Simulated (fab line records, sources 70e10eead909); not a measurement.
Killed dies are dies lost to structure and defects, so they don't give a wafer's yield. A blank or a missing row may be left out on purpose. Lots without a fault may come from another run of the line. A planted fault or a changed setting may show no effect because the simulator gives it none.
A struck lot beside a sound one | flow nand_harc | 12 steps out of a route of 1302
Sound: wafers L765.2, L765.5, L765.6. Struck: wafers L758.1, L758.2, L758.6. The cause comes at the end.
At each step with rows: each side's tool, then ch and its chambers, then its first start. Under that, the readings that differ: sound wafers | struck wafers | difference of the means | sigmas: that difference in standard deviations of wafers without a fault.
alike: readings whose means differ by less than 2 such deviations, and words and numbers that are the same on both sides. not compared: withheld readings, readings that some wafer has no value for, bounds like >300 that may hide the same value, and numbers for which the record gives no deviation and whose values overlap.
The two part at a step that has a row with sigmas, a row that says differs or no value, or rows on one side only. Numbers that don't overlap but have no deviation are shown without sigmas and don't part them. A reading that every wafer of one side lacks parts them only if that side has two wafers or more.

NHARC_A_CHANNEL_FILL_D2_CMP_10: polishes, target thk 150 nm.
  sound on cmp-03 ch 0,1, day 22 15:41; struck on cmp-03 ch 2,3, day 20 12:35
  alike: motor_current_A, slurry_flow_ml_min, time_to_endpoint_s
then, 1 step without rows for these wafers: NHARC_A_CHANNEL_FILL_D2_SRD_12.
NHARC_A_CHANNEL_FILL_D2_RTA_24: time 5 s.
  sound on rtp_anneal-01 ch 0, day 22 16:08; struck on rtp_anneal-01 ch 0, day 20 13:02
  alike: lamp_power_pct, wafer_temp_C_max
NHARC_A_CHANNEL_FILL_D2_INSPECT_13:
  sound on defect_inspect-02, day 22 16:19; struck on defect_inspect-01, day 20 13:13
  alike: raw_defect_count
NHARC_A_STAIRCASE_DEP_156: deposits SiNx, target thk 50 nm.
  sound on pecvd-02 ch 0,2, day 22 16:28; struck on pecvd-02 ch 0,2, day 20 13:17
  alike: heater_power_w
then, 5 steps without rows for these wafers: NHARC_A_STAIRCASE_DEHYDRATE_158 (time 120 s); NHARC_A_STAIRCASE_HMDS_159 (time 30 s); NHARC_A_STAIRCASE_COAT_160; NHARC_A_STAIRCASE_SOFTBAKE_161 (time 170 s); NHARC_A_STAIRCASE_EBR_162.
NHARC_A_STAIRCASE_EXPOSE_163: exposes mask STAIR OPEN.
  sound on krf_scanner-01 ch 0, day 22 17:08; struck on krf_scanner-01, day 20 13:59
  no value came back on the struck wafers for exposure_dose_mJ_cm2, focus_offset_nm (nm), na; on the sound wafers exposure_dose_mJ_cm2 reads 20.007 20.009 20.020
  alike: mask
then, 1 step without rows for these wafers: NHARC_A_STAIRCASE_PEB_164 (peb time 130 s).

WHERE THEY PART
Only at NHARC_A_STAIRCASE_EXPOSE_163, within this record.

WHY: what the simulator had put in
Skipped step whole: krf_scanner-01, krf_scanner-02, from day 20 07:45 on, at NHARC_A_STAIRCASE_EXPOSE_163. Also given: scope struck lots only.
